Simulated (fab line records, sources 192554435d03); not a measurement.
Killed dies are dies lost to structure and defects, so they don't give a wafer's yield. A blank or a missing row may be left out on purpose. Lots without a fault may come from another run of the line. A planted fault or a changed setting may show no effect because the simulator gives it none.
Which tool did it? | flow n5_finfet | 8 lots, 24 wafers sampled, at 5 steps of a route of 1938

WHAT THE GAUGES READ, wafer by wafer
N5_BEOL_M4_RC_MEAS_101. Usual: DIBL_N 35.9 mV/V, standard deviation 1.3; DIBL_P 36.3 mV/V, standard deviation 1.5; IOFF_N 0.153 nA/um, standard deviation 0.023; IOFF_P 0.208 nA/um, standard deviation 0.028; ION_N 672 uA/um, standard deviation 9.7; ION_P 462 uA/um, standard deviation 6.6; SS_N 71.5 mV/dec, standard deviation 0.53; SS_P 73.3 mV/dec, standard deviation 0.59; VT_N 250.4 mV, standard deviation 2.7; VT_P -250.5 mV, standard deviation 3.
lot  | measured     | on        | DIBL_N (mV/V)  | DIBL_P (mV/V)  | IOFF_N (nA/um)    | IOFF_P (nA/um)    | ION_N (uA/um) | ION_P (uA/um) | SS_N (mV/dec)  | SS_P (mV/dec)  | VT_N (mV)         | VT_P (mV)            | flag
L714 | day 10 07:00 | prober-01 | 36.8 36.9 35.7 | 37.2 35.8 35.7 | 0.170 0.168 0.149 | 0.235 0.222 0.217 | 681 685 671   | 470 469 467   | 72.2 70.7 71.8 | 73.8 73.4 73.9 | 248.3 248.3 252.0 | -249.1 -250.4 -249.9 |
L725 | day 12 15:20 | prober-01 | 34.7 35.2 34.3 | 36.2 36.0 35.4 | 0.135 0.140 0.126 | 0.171 0.176 0.161 | 677 667 663   | 456 455 456   | 71.2 71.5 71.2 | 72.8 73.7 73.0 | 253.7 252.1 253.5 | -255.0 -255.3 -255.1 |
L724 | day 12 15:55 | prober-02 | 36.5 36.5 36.9 | 37.9 37.4 37.7 | 0.160 0.157 0.169 | 0.218 0.206 0.215 | 675 682 669   | 461 459 455   | 70.8 71.5 71.6 | 73.0 73.5 73.4 | 251.5 254.7 251.7 | -249.8 -253.8 -250.4 |
L727 | day 13 15:25 | prober-01 | 33.7 33.9 34.0 | 34.3 34.7 35.1 | 0.136 0.137 0.144 | 0.213 0.212 0.223 | 665 670 686   | 462 466 476   | 70.9 70.4 71.5 | 73.3 72.4 73.6 | 251.6 250.3 251.4 | -247.8 -248.5 -245.7 |
L726 | day 13 16:50 | prober-02 | 34.6 36.1 35.8 | 34.6 35.9 36.2 | 0.142 0.158 0.146 | 0.180 0.198 0.207 | 679 679 666   | 461 460 456   | 70.4 71.5 71.8 | 72.8 73.5 73.4 | 248.7 250.2 252.1 | -251.5 -250.3 -248.1 |
L728 | day 13 21:12 | prober-01 | 35.8 32.8 34.9 | 38.0 34.6 37.1 | 0.168 0.121 0.152 | 0.216 0.176 0.203 | 673 669 685   | 462 460 474   | 71.5 71.3 71.5 | 73.4 72.8 73.5 | 249.3 251.3 252.4 | -252.6 -253.5 -249.4 |
L729 | day 14 01:19 | prober-02 | 37.1 36.4 36.6 | 38.5 37.5 37.4 | 0.190 0.170 0.165 | 0.239 0.215 0.209 | 690 691 679   | 472 468 462   | 71.4 71.4 71.7 | 74.4 74.6 73.0 | 247.0 248.6 249.0 | -248.6 -250.0 -248.8 |
L731 | day 15 00:24 | prober-02 | 35.8 35.0 35.3 | 35.8 34.7 34.6 | 0.145 0.134 0.136 | 0.211 0.189 0.192 | 689 679 672   | 473 469 462   | 70.6 70.9 70.7 | 72.9 72.8 73.1 | 248.5 250.8 250.5 | -249.6 -249.5 -249.6 |

N5_BEOL_M5_CD_MEAS_18: pitch 56 nm, target cd 28 nm. Usual: cd_nm 27.98 nm, standard deviation 0.28.
lot  | measured     | on        | cd_nm (nm)        | flag
L714 | day 10 10:45 | cd_sem-02 | 28.29 28.04 28.26 |
L725 | day 12 18:43 | cd_sem-01 | 27.68 28.37 28.01 |
L724 | day 12 18:58 | cd_sem-03 | 27.99 27.65 27.89 |
L727 | day 13 21:51 | cd_sem-03 | 28.16 28.42 27.90 |
L726 | day 13 22:29 | cd_sem-01 | 27.45 28.00 27.60 |
L728 | day 14 01:38 | cd_sem-02 | 28.65 27.92 27.91 |
L729 | day 14 04:37 | cd_sem-03 | 27.74 28.03 27.91 |
L731 | day 15 03:34 | cd_sem-02 | 27.98 28.18 27.69 |

N5_BEOL_M5_OCD_MEAS_38. Usual: trench_depth_nm 71.7 nm, standard deviation 1.3.
lot  | measured     | on     | trench_depth_nm (nm) | flag
L714 | day 10 12:59 | ocd-02 | 73.2 72.0 72.3       |
L725 | day 12 22:03 | ocd-01 | 0.1 0 0.0            | OFF
L724 | day 12 22:23 | ocd-01 | 0 0 0.4              | OFF
L727 | day 14 00:41 | ocd-02 | 72.0 69.9 71.3       |
L726 | day 14 00:38 | ocd-02 | 68.8 70.7 72.3       |
L728 | day 14 03:00 | ocd-02 | 72.8 71.9 71.9       |
L729 | day 14 06:09 | ocd-02 | 72.2 70.5 72.3       |
L731 | day 15 05:41 | ocd-02 | 71.6 72.6 72.8       |

WHICH TOOL RAN EACH LOT (tool, then ch and the chambers of the sampled wafers, then the start)
lot  | N5_BEOL_M5_VIA_ETCH_34             | N5_BEOL_M5_TRENCH_ETCH_37
L714 | rie_diel-01 ch 0,2,3, day 10 12:45 | rie_diel-01 ch 0,2,3, day 10 12:50
L725 | rie_diel-01 ch 1,2,3, day 12 21:49 | rie_diel-01 ch 1,2,3, day 12 21:53
L724 | rie_diel-04 ch 0,1,3, day 12 22:08 | rie_diel-04 ch 0,1,3, day 12 22:14
L727 | rie_diel-01 ch 0,1,2, day 14 00:26 | rie_diel-01 ch 0,1,2, day 14 00:31
L726 | rie_diel-02 ch 1,2,3, day 14 00:24 | rie_diel-02 ch 1,2,3, day 14 00:29
L728 | rie_diel-04 ch 1,3, day 14 02:46   | rie_diel-04 ch 1,3, day 14 02:50
L729 | rie_diel-04 ch 1,2, day 14 05:55   | rie_diel-04 ch 1,2, day 14 06:00
L731 | rie_diel-01 ch 0,3, day 15 05:26   | rie_diel-01 ch 0,3, day 15 05:32
- N5_BEOL_M5_VIA_ETCH_34: etches SiCOH lowk in C4F6/O2, target depth 88.3 nm, time 39.2 s.
- N5_BEOL_M5_TRENCH_ETCH_37: etches SiCOH lowk in C4F6/O2, target depth 71.652 nm, time 24.7 s.

WHAT THE TOOLS THEMSELVES READ (means of the sampled wafers that have a number; where no wafer has one, the mark that the record gives instead)
N5_BEOL_M5_VIA_ETCH_34. Usual: C4F6_flow_sccm 10.000 sccm, standard deviation 0.029; O2_flow_sccm 10.001 sccm, standard deviation 0.026; bias_w 185.0 W, standard deviation 0.55; drypump_motor_current_A 5.6 A, standard deviation 0.33; oes_f_703_au 0.80 a.u., standard deviation 0.081; oes_product_au 0.80 a.u., standard deviation 0.09; rf_vpp_V 664 V, standard deviation 5.9; showerhead_plenum_p_Torr 2.87 Torr, standard deviation 0.092; throttle_valve_pct 20.81 %, standard deviation 0.27.
lot  | tool        | C4F6_flow_sccm (sccm) | O2_flow_sccm (sccm) | bias_w (W) | drypump_motor_current_A (A) | oes_f_703_au (a.u.) | oes_product_au (a.u.) | rf_vpp_V (V) | showerhead_plenum_p_Torr (Torr) | throttle_valve_pct (%) | flag
L714 | rie_diel-01 | 9.996                 | 10.009              | 185.1      | 5.5                         | 0.87                | 0.87                  | 663          | 2.82                            | 20.53                  |
L725 | rie_diel-01 | 10.007                | 10.000              | 185.0      | 5.5                         | 0.81                | 0.81                  | 666          | 2.80                            | 20.83                  |
L724 | rie_diel-04 | 10.000                | 9.995               | 184.4      | 5.1                         | 0.81                | 0.81                  | 667          | 2.90                            | 20.80                  |
L727 | rie_diel-01 | 10.013                | 9.977               | 185.0      | 5.7                         | 0.76                | 0.77                  | 660          | 2.82                            | 20.82                  |
L726 | rie_diel-02 | 10.000                | 9.996               | 184.7      | 5.9                         | 0.75                | 0.75                  | 664          | 2.88                            | 20.89                  |
L728 | rie_diel-04 | 10.022                | 10.004              | 184.8      | 5.2                         | 0.84                | 0.83                  | 663          | 2.84                            | 20.87                  |
L729 | rie_diel-04 | 10.008                | 10.038              | 184.5      | 5.3                         | 0.80                | 0.80                  | 659          | 2.82                            | 21.00                  |
L731 | rie_diel-01 | 10.014                | 10.012              | 185.7      | 5.7                         | 0.81                | 0.81                  | 659          | 2.83                            | 20.58                  |

N5_BEOL_M5_TRENCH_ETCH_37. Usual: C4F6_flow_sccm 10.00 sccm, standard deviation 0.03; O2_flow_sccm 10.003 sccm, standard deviation 0.029; bias_w 184.9 W, standard deviation 0.51; drypump_motor_current_A 5.6 A, standard deviation 0.33; oes_f_703_au 0.80 a.u., standard deviation 0.081; oes_product_au 0.80 a.u., standard deviation 0.09; rf_vpp_V 664 V, standard deviation 5.7; showerhead_plenum_p_Torr 2.87 Torr, standard deviation 0.092; throttle_valve_pct 20.85 %, standard deviation 0.27.
lot  | tool        | C4F6_flow_sccm (sccm) | O2_flow_sccm (sccm) | bias_w (W) | drypump_motor_current_A (A) | oes_f_703_au (a.u.) | oes_product_au (a.u.) | rf_vpp_V (V) | showerhead_plenum_p_Torr (Torr) | throttle_valve_pct (%) | flag
L714 | rie_diel-01 | 9.98                  | 10.007              | 184.5      | 5.5                         | 0.87                | 0.87                  | 663          | 2.82                            | 20.55                  |
L725 | rie_diel-01 | -                     | -                   | -          | -                           | -                   | -                     | -            | -                               | -                      | OFF
L724 | rie_diel-04 | -                     | -                   | -          | -                           | -                   | -                     | -            | -                               | -                      | OFF
L727 | rie_diel-01 | 10.00                 | 10.032              | 185.2      | 5.6                         | 0.77                | 0.76                  | 659          | 2.82                            | 20.86                  |
L726 | rie_diel-02 | 10.02                 | 10.008              | 184.4      | 5.9                         | 0.76                | 0.75                  | 663          | 2.88                            | 20.93                  |
L728 | rie_diel-04 | 10.01                 | 9.981               | 184.3      | 5.2                         | 0.84                | 0.83                  | 664          | 2.84                            | 20.91                  |
L729 | rie_diel-04 | 10.02                 | 10.010              | 184.5      | 5.3                         | 0.80                | 0.79                  | 659          | 2.82                            | 21.05                  |
L731 | rie_diel-01 | 10.02                 | 9.988               | 184.8      | 5.7                         | 0.80                | 0.81                  | 659          | 2.83                            | 20.62                  |

THE ANSWER, worked out from the rows above alone
Rule: a lot is off if the mean of its wafers that have a number lies more than 3 standard deviations from the usual mean. A lot without any number at a reading at which 4 lots or more have one is off too. The other lots that the step has rows for count as sound. The gauges are gone through in route order, then the tools' own readings, and for those a lot's mean is taken as printed above. The first step at which some lot is off is used, and at that step the reading that is off furthest; a lot without a number counts as furthest.
Off: L725, L724, at N5_BEOL_M5_OCD_MEAS_38 (trench_depth_nm).
A tool fits if, at a process step before that reading, it ran every lot that is off, and no sound lot after the first of them. The gauges at N5_BEOL_M5_OCD_MEAS_38 aren't tried: what is off there is off at N5_BEOL_M5_TRENCH_ETCH_37 too, on other tools, and a gauge's error can't cause that. None of those tried fits.

WHAT THE SIMULATOR HAD PUT IN
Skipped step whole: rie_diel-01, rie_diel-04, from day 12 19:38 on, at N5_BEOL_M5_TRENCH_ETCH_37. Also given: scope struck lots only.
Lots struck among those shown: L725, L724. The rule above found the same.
